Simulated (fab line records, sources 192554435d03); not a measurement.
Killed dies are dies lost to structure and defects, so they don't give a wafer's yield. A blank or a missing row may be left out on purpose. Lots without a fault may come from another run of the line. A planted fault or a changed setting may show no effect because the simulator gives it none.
Which tool did it? | flow n5_finfet | 24 lots, 72 wafers sampled, at 1 step of a route of 1938

WHAT THE GAUGES READ, wafer by wafer
N5_BEOL_M1_OVL_MEAS_12. Usual: M1_OVL -0.3 nm, standard deviation 0.71.
lot  | measured     | on         | M1_OVL (nm)    | flag
L074 | day 6 10:34  | overlay-01 | -0.7 0.0 0.1   |
L075 | day 6 16:23  | overlay-02 | -0.2 -1.1 0.2  |
L076 | day 6 16:43  | overlay-02 | -0.9 -0.2 0.1  |
L078 | day 7 04:46  | overlay-01 | -0.4 0.1 0.3   |
L077 | day 7 13:35  | overlay-02 | 0.2 0.2 1.0    |
L079 | day 7 14:20  | overlay-01 | 0.0 -0.2 -1.1  |
L080 | day 7 19:02  | overlay-02 | -0.8 -0.6 -0.3 |
L081 | day 7 22:47  | overlay-01 | 0.1 -0.2 -1.1  |
L082 | day 8 04:25  | overlay-01 | 0.1 -0.4 -0.3  |
L083 | day 8 08:44  | overlay-01 | 0.8 0.2 -0.8   |
L084 | day 8 19:17  | overlay-02 | -0.7 0.1 -1.3  |
L085 | day 9 01:00  | overlay-01 | 0.2 0.4 0.6    |
L087 | day 9 03:36  | overlay-02 | 0.8 -0.1 1.1   |
L086 | day 9 10:41  | overlay-02 | -1.4 -1.9 -1.5 |
L088 | day 9 16:22  | overlay-01 | -0.2 -1.3 -0.8 |
L089 | day 9 19:56  | overlay-02 | -1.8 -1.9 -0.9 |
L090 | day 10 04:11 | overlay-01 | -0.7 -0.2 -1.3 |
L091 | day 10 07:14 | overlay-02 | 0.2 0.2 0.0    |
L092 | day 10 15:10 | overlay-01 | -0.7 -1.2 -0.3 |
L093 | day 10 18:41 | overlay-01 | -0.8 -0.1 -0.4 |
L095 | day 11 08:10 | overlay-02 | -0.4 0.2 -0.2  |
L094 | day 11 10:55 | overlay-02 | -1.7 -0.7 -1.8 |
L096 | day 11 16:48 | overlay-02 | 0.2 0.6 0.4    |
L097 | day 12 00:48 | overlay-02 | -0.3 -0.2 0.4  |

WHICH TOOL RAN EACH LOT (tool, then ch and the chambers of the sampled wafers, then the start)
The record holds no process step before these readings.

WHAT THE TOOLS THEMSELVES READ (means of the sampled wafers that have a number; where no wafer has one, the mark that the record gives instead)
The record holds no such reading with a usual standard deviation.

THE ANSWER, worked out from the rows above alone
Rule: a lot is off if the mean of its wafers that have a number lies more than 3 standard deviations from the usual mean. A lot without any number at a reading at which 4 lots or more have one is off too. The other lots that the step has rows for count as sound. The gauges are gone through in route order, then the tools' own readings, and for those a lot's mean is taken as printed above. The first step at which some lot is off is used, and at that step the reading that is off furthest; a lot without a number counts as furthest.
No lot is off at any reading shown: from this, nothing can be told.

WHAT THE SIMULATOR HAD PUT IN
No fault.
